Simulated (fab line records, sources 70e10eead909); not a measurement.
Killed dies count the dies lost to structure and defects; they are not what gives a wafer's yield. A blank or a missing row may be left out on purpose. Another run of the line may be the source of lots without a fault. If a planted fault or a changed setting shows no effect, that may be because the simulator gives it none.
Matching of chambers :: flow nand-harc :: pecvd-04 running NHARC_P_CONTACT_DEP_30: 3 sister chambers
The step deposits SiNx, target thk 30 nm. 3 wafers are shown with their chamber, then 11 later ones without.

## EACH WAFER AND ITS CHAMBER
wafer: L076.3
chamber: 2
heater-power-w (W): 697

wafer: L087.4
chamber: 1
heater-power-w (W): 660

wafer: L094.2
chamber: 0
heater-power-w (W): 798

## WAFERS WHOSE CHAMBER IS MISSING
wafer: L094.5
heater-power-w (W): 635

wafer: L094.6
heater-power-w (W): 816

wafer: L093.2
heater-power-w (W): 680

wafer: L093.3
heater-power-w (W): 770

wafer: L093.4
heater-power-w (W): 665

wafer: L093.1
heater-power-w (W): 662

wafer: L093.5
heater-power-w (W): 792

wafer: L093.6
heater-power-w (W): 646

wafer: L097.1
heater-power-w (W): 639

wafer: L097.2
heater-power-w (W): 609

wafer: L097.6
heater-power-w (W): 654

## CHAMBER TAKEN BY EACH
wafer: L094.5
from the rows above: can't be placed: 1 or 2
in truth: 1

wafer: L094.6
from the rows above: 0
in truth: 0

wafer: L093.2
from the rows above: can't be placed: 2 or 1
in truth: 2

wafer: L093.3
from the rows above: 0
in truth: 0

wafer: L093.4
from the rows above: can't be placed: 1 or 2
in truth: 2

wafer: L093.1
from the rows above: can't be placed: 1 or 2
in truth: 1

wafer: L093.5
from the rows above: 0
in truth: 0

wafer: L093.6
from the rows above: can't be placed: 1 or 2
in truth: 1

wafer: L097.1
from the rows above: can't be placed: 1 or 2
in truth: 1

wafer: L097.2
from the rows above: can't be placed: 1 or 2
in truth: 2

wafer: L097.6
from the rows above: can't be placed: 1 or 2
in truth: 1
3 of 11 placed correctly. From these rows, 8 cannot be placed; in 8 the true chamber is one of the candidates. Number placed wrongly: 0.
How it was worked out, from the rows above alone: a wafer's distance from a chamber is the root of the sum, over the readings, of the square of ((its reading less the chamber's mean) divided by the reading's scatter). The wafer belongs to the nearest chamber; if the next one is less than 2 further off, it can't be placed. For every chamber, the mean is computed from those of its wafers that are shown. The scatter: with one shown wafer a chamber, the root of the mean of the squares of how far each hidden wafer lies from its nearest shown one.
